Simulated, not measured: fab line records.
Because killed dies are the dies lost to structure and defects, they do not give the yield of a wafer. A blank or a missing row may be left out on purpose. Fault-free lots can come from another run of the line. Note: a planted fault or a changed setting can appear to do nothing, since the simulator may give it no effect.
Which tool is to blame? / flow nand_harc / 11 lots, 33 wafers sampled, at 1 step of a route of 1159

== WHAT EACH GAUGE READ, for each wafer ==
NHARC_A_BLC_INSPECT_12.
lot=L515; measured=day 21 21:40; on=defect_inspect-01; raw_defect_count=16 7 16
lot=L513; measured=day 22 03:25; on=defect_inspect-02; raw_defect_count=6 13 10
lot=L512; measured=day 22 05:29; on=defect_inspect-01; raw_defect_count=46 33 60
lot=L517; measured=day 22 14:04; on=defect_inspect-01; raw_defect_count=26 27 27
lot=L516; measured=day 22 20:45; on=defect_inspect-01; raw_defect_count=15 17 21
lot=L521; measured=day 22 21:37; on=defect_inspect-01; raw_defect_count=28 39 29
lot=L528; measured=day 24 03:56; on=defect_inspect-01; raw_defect_count=40 39 35
lot=L529; measured=day 24 04:40; on=defect_inspect-02; raw_defect_count=11 14 9
lot=L532; measured=day 24 09:20; on=defect_inspect-01; raw_defect_count=50 63 59
lot=L531; measured=day 24 14:26; on=defect_inspect-01; raw_defect_count=32 15 23
lot=L523; measured=day 25 06:05; on=defect_inspect-01; raw_defect_count=40 52 61

== EACH LOT AND THE TOOL THAT RAN IT (in order: tool; ch and the chambers of the sampled wafers; start) ==
Record: no process step prior to these readings.

== THE ANSWER, worked out from the rows above alone ==
Rule: the usual values come from the lots themselves. Put in order of their means at a reading, lots are off if they are a third of the lots or fewer, leave a main group of 4 or more, and stand apart from it by a gap of 3 or more times the standard deviation of the main group's means; of several such gaps the widest counts. A main group is skipped when, at the precision printed for the reading in the tables above, its means are all equal. Also off: a lot with no number at a reading for which 4 or more lots have one. The other lots that the step has rows for count as sound.
No lot is off at any reading shown: from this, nothing can be told.

== WHAT HAD BEEN PUT IN BY THE SIMULATOR ==
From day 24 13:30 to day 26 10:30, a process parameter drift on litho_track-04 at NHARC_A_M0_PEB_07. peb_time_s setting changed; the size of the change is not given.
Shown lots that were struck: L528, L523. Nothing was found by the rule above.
